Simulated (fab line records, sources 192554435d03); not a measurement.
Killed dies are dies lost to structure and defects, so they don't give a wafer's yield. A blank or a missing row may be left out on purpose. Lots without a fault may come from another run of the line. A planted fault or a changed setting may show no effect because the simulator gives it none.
Split-lot experiment | flow n5_finfet | 7 lots, 39 wafers read, on a route of 1938 steps

THE SPLIT
At N5_DUMMY_GATE_EXPOSE_12 (exposes mask GATE, target cd 25 nm), the setting dose_mj was moved away from the recipe's 34 on 18 of the 39 wafers read, by -5.4% to +7.4%. The other wafers ran this setting at the recipe's value.

FROM THE SPLIT TO THE READING: what the file shows between them, 9 steps
- N5_DUMMY_GATE_PEB_13: peb time 60 s
- N5_DUMMY_GATE_DEVELOP_14: develop time 30 s
- N5_DUMMY_GATE_CD_MEAS_15: target cd 25.8 nm
- N5_DUMMY_GATE_STRIP_38: strips in N2/H2
- N5_DUMMY_GATE_STRIP_39: strips in N2/H2
- N5_DUMMY_GATE_TRIM_49: chemistry O2, time 29 s, target cd 14 nm
- N5_DUMMY_GATE_ETCH_32: etches SiO2 in CF4, target depth 3.5 nm, time 3.9 s (also split here: time_s)
- N5_DUMMY_GATE_ETCH_23: etches poly-Si in HBr/Cl2/O2, target depth 41 nm, time 22.3 s
- N5_DUMMY_GATE_ETCH_44: etches poly-Si in HBr/O2, stops on SiO2, target depth 127.5 nm

THE READING
cd_nm, in nm, at N5_DUMMY_GATE_CD_MEAS_24 (target cd 15 nm). Fault-free wafers of this fab line usually give 15.0 nm, standard deviation 0.31 nm.

wafer  | tool, chamber at the split | dose_mj as run | against the recipe | cd_nm, nm | against lot-mates on the recipe
L075.2 | euv_scanner-02, 0          | 34             | recipe             | 14.6      | -
L075.4 | euv_scanner-02, 0          | 34             | recipe             | 14.9      | -
L075.5 | euv_scanner-02, 0          | 34             | recipe             | 14.8      | -
L076.1 | euv_scanner-02, 0          | 34             | recipe             | 14.9      | -
L076.2 | euv_scanner-02, 0          | 34             | recipe             | 15.2      | -
L076.3 | euv_scanner-02, 0          | 32.62          | -4.1%              | 15.8      | +0.7
L076.4 | euv_scanner-02, 0          | 32.62          | -4.1%              | 16.2      | +1.1
L076.5 | euv_scanner-02, 0          | 32.62          | -4.1%              | 15.8      | +0.7
L076.6 | euv_scanner-02, 0          | 34             | recipe             | 15.1      | -
L077.1 | euv_scanner-02, 0          | 33.3           | -2.1%              | 15.1      | +0.1
L077.2 | euv_scanner-02, 0          | 34             | recipe             | 15.0      | -
L077.3 | euv_scanner-02, 0          | 34             | recipe             | 15.0      | -
L077.4 | euv_scanner-02, 0          | 33.3           | -2.1%              | 15.2      | +0.2
L077.5 | euv_scanner-02, 0          | 33.3           | -2.1%              | 15.4      | +0.4
L077.6 | euv_scanner-02, 0          | 34             | recipe             | 14.9      | -
L084.1 | euv_scanner-02, 0          | 34             | recipe             | 15.1      | -
L084.2 | euv_scanner-02, 0          | 34             | recipe             | 15.1      | -
L084.3 | euv_scanner-02, 0          | 32.18          | -5.4%              | 16.4      | +1.3
L084.4 | euv_scanner-02, 0          | 32.18          | -5.4%              | 16.2      | +1.1
L084.5 | euv_scanner-02, 0          | 34             | recipe             | 15.2      | -
L084.6 | euv_scanner-02, 0          | 32.18          | -5.4%              | 16.3      | +1.2
L085.1 | euv_scanner-02, 0          | 34             | recipe             | 15.1      | -
L085.2 | euv_scanner-02, 0          | 36.5           | +7.4%              | 13.8      | -1.2
L085.3 | euv_scanner-02, 0          | 36.5           | +7.4%              | 14.2      | -0.8
L085.4 | euv_scanner-02, 0          | 36.5           | +7.4%              | 13.7      | -1.3
L085.5 | euv_scanner-02, 0          | 34             | recipe             | 14.6      | -
L085.6 | euv_scanner-02, 0          | 34             | recipe             | 15.2      | -
L090.1 | euv_scanner-02, 0          | 35.23          | +3.6%              | 13.8      | -1.5
L090.2 | euv_scanner-02, 0          | 34             | recipe             | 15.3      | -
L090.3 | euv_scanner-02, 0          | 34             | recipe             | 15.1      | -
L090.4 | euv_scanner-02, 0          | 35.23          | +3.6%              | 14.6      | -0.7
L090.5 | euv_scanner-02, 0          | 34             | recipe             | 15.4      | -
L090.6 | euv_scanner-02, 0          | 35.23          | +3.6%              | 14.7      | -0.6
L095.1 | euv_scanner-02, 0          | 36.43          | +7.1%              | 13.6      | -0.9
L095.2 | euv_scanner-02, 0          | 36.43          | +7.1%              | 13.3      | -1.2
L095.3 | euv_scanner-02, 0          | 34             | recipe             | 14.9      | -
L095.4 | euv_scanner-02, 0          | 34             | recipe             | 14.1      | -
L095.5 | euv_scanner-02, 0          | 34             | recipe             | 14.6      | -
L095.6 | euv_scanner-02, 0          | 36.43          | +7.1%              | 13.2      | -1.3

THE FIT
A straight line over all 39 wafers: cd_nm changes by -0.199 nm for each +1% of dose_mj; r = -0.92; the points scatter about the line by 0.31 nm.
The same after taking each lot's own level away (the mean of its wafers on the recipe; 39 wafers): -0.179 nm for each +1%; r = -0.94; scatter 0.24 nm.
On that fit, the largest move of dose_mj shifts the reading by 1.3 nm.
The lots' own levels span 14.53 to 15.27 nm, that is 2.4 times the standard deviation above.
So the lot-to-lot level changes the slope: the two fits differ.
Check: with one of the wafers moved furthest among these (+7.4%) left out of the fit, the line predicts -1.3 nm for it against its lot-mates. It came out at -1.17 nm against them.

OTHER SPLITS ON THESE WAFERS
These wafers also went through other splits before the reading. Each is held against what the fit with the lots' levels taken away leaves over:
other split on the same wafers        | wafers away from the commonest value | r with cd_nm (lot level and that fit taken away)
N5_PMOS_HMC_CHANNEL_EPI_EPI_20 temp_c | 12                                   | -0.29
N5_DUMMY_GATE_ETCH_32 time_s          | 15                                   | +0.02

THE WHOLE CHAIN: every reading that the file lists as answering this split, in the file's order
step                     | what it does                                           | reading                                                           | change (the file's fit)               | r (the file's)
N5_DUMMY_GATE_CD_MEAS_15 | target cd 25.8 nm                                      | cd_nm                                                             | -0.176 nm for each +1% of the setting | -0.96
N5_DUMMY_GATE_TRIM_49    | chemistry O2, time 29 s, target cd 14 nm               | DUMMY_GATE.cd_nm (the simulator's own value, which no gauge read) | -0.17 nm for each +1% of the setting  | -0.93
N5_DUMMY_GATE_CD_MEAS_24 | target cd 15 nm                                        | cd_nm                                                             | -0.179 nm for each +1% of the setting | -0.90
N5_DUMMY_GATE_ETCH_42    | etches SiO2 in CHF3/O2, target depth 3.5 nm, time 31 s | DUMMY_GATE.cd_nm (the simulator's own value, which no gauge read) | -0.178 nm for each +1% of the setting | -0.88

THE FILE'S OWN FIT
cd_nm changes by -0.179 nm for each +1% of dose_mj, r = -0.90.
